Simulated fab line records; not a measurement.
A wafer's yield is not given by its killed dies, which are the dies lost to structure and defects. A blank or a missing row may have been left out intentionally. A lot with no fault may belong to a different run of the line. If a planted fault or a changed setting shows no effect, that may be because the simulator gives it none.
Split-lot experiment	flow n5_finfet	21 wafers read from 7 lots, route of 1938 steps

THE SPLIT
At N5_BEOL_M15_TRENCH_ETCH_34 (etches SiO2 in C4F8/O2/Ar, target depth 872.93 nm, time 199 s), the setting time_s was moved away from the recipe's 199 s on 7 of the 21 wafers read, by -21.3% to -7.8%. The other wafers ran this setting at the recipe's value.

The reading comes from the split's own step.

THE READING
coat_of_BEOL_M15_COAT_22.thk_nm (the simulator's own value, which no gauge read), in nm, at N5_BEOL_M15_TRENCH_ETCH_34 (etches SiO2 in C4F8/O2/Ar, target depth 872.93 nm, time 199 s). The file gives no usual value for it. Average 543.5 nm, standard deviation 4.9 nm, over the 14 wafers here run with the recipe.

wafer	tool, chamber at the split	time_s as run, s	against the recipe	coat_of_BEOL_M15_COAT_22.thk_nm, nm	against lot-mates on the recipe
L076.1	rie_diel-02, 3	199	recipe	540.8	-
L076.4	rie_diel-02, 3	199	recipe	540.4	-
L076.5	rie_diel-02, 1	199	recipe	534.6	-
L080.1	rie_diel-02, 1	199	recipe	539.4	-
L080.2	rie_diel-02, 3	199	recipe	542	-
L080.4	rie_diel-02, 1	180	-9.5%	557	+16.3
L081.3	rie_diel-03, 0	160	-19.6%	575	+38.6
L081.4	rie_diel-03, 3	199	recipe	536.4	-
L081.5	rie_diel-03, 0	160	-19.6%	575.4	+39.0
L090.4	rie_diel-01, 0	199	recipe	546.4	-
L090.5	rie_diel-01, 3	199	recipe	549	-
L090.6	rie_diel-01, 2	199	recipe	544.6	-
L091.2	rie_diel-02, 3	183.5	-7.8%	554.6	+11.0
L091.3	rie_diel-02, 1	183.5	-7.8%	551	+7.4
L091.6	rie_diel-02, 3	199	recipe	543.6	-
L092.2	rie_diel-03, 0	199	recipe	545.4	-
L092.4	rie_diel-03, 2	156.6	-21.3%	579.8	+34.4
L092.5	rie_diel-03, 0	156.6	-21.3%	583.2	+37.8
L097.2	rie_diel-03, 2	199	recipe	543.6	-
L097.3	rie_diel-03, 1	199	recipe	550.8	-
L097.4	rie_diel-03, 0	199	recipe	552	-

THE FIT
A straight line over all 21 wafers: coat_of_BEOL_M15_COAT_22.thk_nm changes by -1.68 nm for each +1% of time_s; r = -0.95; the points scatter about the line by 4.5 nm.
The same after taking each lot's own level away (the mean of its wafers on the recipe; 21 wafers): -1.8 nm for each +1%; r = -0.98; scatter 3 nm.
On that fit, the largest move of time_s shifts the reading by 38 nm.
The lots' own levels span 536.40 to 548.80 nm, that is 2.5 times the standard deviation above.
The two slopes agree, so the slope changes little with the lot-to-lot level.
Check: +39.1 nm against its lot-mates is what the line predicts for one of the wafers moved furthest among these (-21.3%) when that wafer is left out of the fit. Against them it came out at +34.4 nm.

ADDITIONAL SPLITS CARRIED BY THESE WAFERS
Other splits were also applied to these wafers ahead of the reading. Each is held against what the fit with the lots' levels taken away leaves over:
other split on the same wafers	wafers away from the commonest value	r with coat_of_BEOL_M15_COAT_22.thk_nm (lot level and that fit taken away)
N5_BEOL_M11_EXPOSE_08 dose_mj	6	-0.17
N5_BEOL_M12_ILD_DEP_00 time_s	6	-0.16
N5_BEOL_M13_EXPOSE_07 dose_mj	7	+0.09
N5_BEOL_M14_SPUTTER_43 time_s	8	-0.08

THE WHOLE CHAIN: every reading that the file lists as answering this split, in the file's order
step	what it does	reading	change (the file's fit)	r (the file's)
N5_BEOL_M15_TRENCH_ETCH_34	etches SiO2 in C4F8/O2/Ar, target depth 872.93 nm, time 199 s	etch.depth_nm (the simulator's own value, which no gauge read)	+8.74 nm for each +1% of the setting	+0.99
N5_BEOL_M15_TRENCH_ETCH_34	etches SiO2 in C4F8/O2/Ar, target depth 872.93 nm, time 199 s	coat_of_BEOL_M15_COAT_22.thk_nm (the simulator's own value, which no gauge read)	-1.77 nm for each +1% of the setting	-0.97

THE FILE'S OWN FIT
coat_of_BEOL_M15_COAT_22.thk_nm changes by -1.77 nm for each +1% of time_s, r = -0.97.
